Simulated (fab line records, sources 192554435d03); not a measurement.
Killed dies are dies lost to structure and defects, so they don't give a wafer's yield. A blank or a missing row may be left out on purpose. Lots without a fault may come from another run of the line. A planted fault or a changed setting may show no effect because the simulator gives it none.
Split-lot experiment | flow n5_finfet | 7 lots, 21 wafers read, on a route of 1938 steps

THE SPLIT
At N5_BEOL_M13_COAT_04 (resist thk 400 nm), the setting spin_rpm was moved away from the recipe's 1625 rpm on 5 of the 21 wafers read, by +3.5% to +7.9%. The other wafers ran this setting at the recipe's value.

FROM THE SPLIT TO THE READING: what the file shows between them, 6 steps
- N5_BEOL_M13_EXPOSE_07: exposes mask V12 (also split here: dose_mj)
- N5_BEOL_M13_PEB_08: peb time 90 s
- N5_BEOL_M13_DEVELOP_09: develop time 45 s
- N5_BEOL_M13_HARDBAKE_14: time 120 s
- N5_BEOL_M13_CD_MEAS_10: target cd 190 nm
- N5_BEOL_M13_DESCUM_15: chemistry O2, time 7.9 s

THE READING
coat_of_BEOL_M13_COAT_04.thk_nm (the simulator's own value, which no gauge read), in nm, at N5_BEOL_M13_ETCH_59 (etches BARC in N2/H2, target depth 89 nm, overetch 26.7 nm, time 67.9 s). The file gives no usual value for it. The 16 wafers here that ran the recipe average 318.7 nm, standard deviation 1.8 nm.

wafer  | tool, chamber at the split | spin_rpm as run, rpm | against the recipe | coat_of_BEOL_M13_COAT_04.thk_nm, nm | against lot-mates on the recipe
L074.1 | litho_track-04, 0          | 1743                 | +7.3%              | 301.2                               | -14.8
L074.2 | litho_track-04, 0          | 1625                 | recipe             | 316                                 | -
L074.3 | litho_track-04, 0          | 1743                 | +7.3%              | 303                                 | -13.0
L077.3 | litho_track-05, 0          | 1625                 | recipe             | 319                                 | -
L077.4 | litho_track-05, 0          | 1682                 | +3.5%              | 310.2                               | -8.8
L077.5 | litho_track-05, 0          | 1682                 | +3.5%              | 310.2                               | -8.8
L078.2 | litho_track-05, 0          | 1625                 | recipe             | 318.4                               | -
L078.4 | litho_track-05, 0          | 1625                 | recipe             | 317                                 | -
L078.5 | litho_track-05, 0          | 1625                 | recipe             | 317.4                               | -
L081.3 | litho_track-05, 0          | 1625                 | recipe             | 321                                 | -
L081.4 | litho_track-05, 0          | 1625                 | recipe             | 320.8                               | -
L081.5 | litho_track-05, 0          | 1625                 | recipe             | 320.2                               | -
L084.1 | litho_track-04, 0          | 1625                 | recipe             | 319.4                               | -
L084.4 | litho_track-04, 0          | 1625                 | recipe             | 319.4                               | -
L084.5 | litho_track-04, 0          | 1625                 | recipe             | 320.2                               | -
L087.1 | litho_track-05, 0          | 1625                 | recipe             | 316                                 | -
L087.3 | litho_track-05, 0          | 1625                 | recipe             | 319                                 | -
L087.4 | litho_track-05, 0          | 1625                 | recipe             | 319                                 | -
L094.3 | litho_track-01, 0          | 1625                 | recipe             | 315.2                               | -
L094.4 | litho_track-01, 0          | 1754                 | +7.9%              | 305                                 | -13.0
L094.6 | litho_track-01, 0          | 1625                 | recipe             | 320.8                               | -

THE FIT
A straight line over all 21 wafers: coat_of_BEOL_M13_COAT_04.thk_nm changes by -2.1 nm for each +1% of spin_rpm; r = -0.95; the points scatter about the line by 1.9 nm.
The same after taking each lot's own level away (the mean of its wafers on the recipe; 21 wafers): -1.88 nm for each +1%; r = -0.97; scatter 1.4 nm.
On that fit, the largest move of spin_rpm shifts the reading by 15 nm.
The lots' own levels span 316.00 to 320.67 nm, that is 2.6 times the standard deviation above.
So the lot-to-lot level changes the slope: the two fits differ.
Check: with one of the wafers moved furthest among these (+7.9%) left out of the fit, the line predicts -16.1 nm for it against its lot-mates. It came out at -13 nm against them.

OTHER SPLITS ON THESE WAFERS
These wafers also went through other splits before the reading. Each is held against what the fit with the lots' levels taken away leaves over:
other split on the same wafers | wafers away from the commonest value | r with coat_of_BEOL_M13_COAT_04.thk_nm (lot level and that fit taken away)
N5_BEOL_M11_VIA_ETCH_34 time_s | 9                                    | +0.00
N5_BEOL_M13_EXPOSE_07 dose_mj  | 6                                    | -0.09

THE WHOLE CHAIN: every reading that the file lists as answering this split, in the file's order
step                | what it does                                                            | reading                                                                          | change (the file's fit)              | r (the file's)
N5_BEOL_M13_COAT_04 | resist thk 400 nm                                                       | coat_of_BEOL_M13_COAT_04.thk_nm (the simulator's own value, which no gauge read) | -1.95 nm for each +1% of the setting | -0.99
N5_BEOL_M13_ETCH_59 | etches BARC in N2/H2, target depth 89 nm, overetch 26.7 nm, time 67.9 s | coat_of_BEOL_M13_COAT_04.thk_nm (the simulator's own value, which no gauge read) | -1.84 nm for each +1% of the setting | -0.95

THE FILE'S OWN FIT
coat_of_BEOL_M13_COAT_04.thk_nm changes by -1.84 nm for each +1% of spin_rpm, r = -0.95.
